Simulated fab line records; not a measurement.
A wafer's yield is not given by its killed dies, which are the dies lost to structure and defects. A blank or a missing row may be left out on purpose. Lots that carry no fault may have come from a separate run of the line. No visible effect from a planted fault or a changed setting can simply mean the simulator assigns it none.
Which of the tools did it? | flow n5_finfet | 12 lots, 36 wafers sampled, at 4 steps of a route of 1938

## WHAT THE GAUGES READ, wafer by wafer
N5_BEOL_M7_INSPECT_58: inspects for defects (darkfield).
lot  | measured     | on                | raw_defect_count
L076 | day 9 17:29  | defect_inspect-02 | 36 84 50
L077 | day 10 01:37 | defect_inspect-02 | 65 30 60
L079 | day 10 16:26 | defect_inspect-02 | 60 118 90
L081 | day 11 08:29 | defect_inspect-02 | 53 120 106
L082 | day 11 19:59 | defect_inspect-02 | 82 84 81
L085 | day 12 18:47 | defect_inspect-01 | 40 57 49
L086 | day 12 20:28 | defect_inspect-02 | 101 71 84
L091 | day 12 22:32 | defect_inspect-02 | 58 31 32
L089 | day 13 06:38 | defect_inspect-02 | 43 33 29
L093 | day 14 07:46 | defect_inspect-02 | 60 65 50
L095 | day 14 11:44 | defect_inspect-02 | 79 58 60
L096 | day 15 04:08 | defect_inspect-02 | 68 79 80

## EACH LOT AND THE TOOL THAT RAN IT (in order: tool; ch and the chambers of the sampled wafers; start)
lot  | N5_BEOL_M6_ALD_77                   | N5_BEOL_M6_SPUTTER_48        | N5_BEOL_M7_STRIP_80
L076 | ald_metal-04 ch 0,1,3, day 9 04:29  | pvd_sputter-01, day 9 05:04  | rie_diel-05 ch 0,1,3, day 9 17:29 or earlier
L077 | ald_metal-01 ch 1,2,3, day 9 15:52  | pvd_sputter-03, day 9 17:32  | rie_diel-01 ch 1,2,3, day 10 01:37 or earlier
L079 | ald_metal-04 ch 0,2,3, day 10 06:17 | pvd_sputter-03, day 10 07:59 | rie_diel-05 ch 0,2,3, day 10 16:26 or earlier
L081 | ald_metal-01 ch 0,2,3, day 10 22:04 | pvd_sputter-03, day 10 23:04 | rie_diel-04 ch 1,2, day 11 08:29 or earlier
L082 | ald_metal-03 ch 0,1,3, day 11 08:07 | pvd_sputter-01, day 11 10:13 | rie_diel-04 ch 0,1,3, day 11 19:59 or earlier
L085 | ald_metal-04 ch 0,1,2, day 12 04:54 | pvd_sputter-02, day 12 06:44 | rie_diel-01 ch 0,1,2, day 12 18:47 or earlier
L086 | ald_metal-03 ch 2,3, day 12 11:44   | pvd_sputter-02, day 12 13:18 | rie_diel-05 ch 1,2, day 12 20:28 or earlier
L091 | ald_metal-04 ch 0,2,3, day 12 14:42 | pvd_sputter-03, day 12 15:10 | rie_diel-05 ch 1,2, day 12 22:32 or earlier
L089 | ald_metal-04 ch 1,3, day 12 18:47   | pvd_sputter-02, day 12 19:35 | rie_diel-05 ch 1,2, day 13 06:38 or earlier
L093 | ald_metal-04 ch 0,3, day 13 18:58   | pvd_sputter-01, day 13 21:04 | rie_diel-01 ch 0,1,3, day 14 07:46 or earlier
L095 | ald_metal-01 ch 0,3, day 13 22:22   | pvd_sputter-01, day 14 00:11 | rie_diel-01 ch 1,2,3, day 14 11:44 or earlier
L096 | ald_metal-04 ch 0,2,3, day 14 18:38 | pvd_sputter-03, day 14 20:38 | rie_diel-05 ch 0,2,3, day 15 04:08 or earlier
- N5_BEOL_M6_ALD_77: deposits TaN, target thk 2 nm, pulse time 2 s, purge time 3 s.
- N5_BEOL_M6_SPUTTER_48: material Cu, target thk 10 nm, time 1.667 s.
- N5_BEOL_M7_STRIP_80: strips in N2/H2, time 10 s.

## THE ANSWER, worked out from the rows above alone
Rule: the lots themselves supply what counts as usual. Put in order of their means at a reading, lots are off if they are a third of the lots or fewer, leave a main group of 4 or more, and stand apart from it by a gap of 3 or more times the standard deviation of the main group's means; of several such gaps the widest counts. If all means in a main group match to the digits the tables above print for the reading, that group is not used. Also off: a lot with no number at a reading for which 4 or more lots have one. Any other lot the step has rows for is counted as sound.
No lot is off at any reading shown: from this, nothing can be told.

## WHAT THE SIMULATOR HAD INSERTED
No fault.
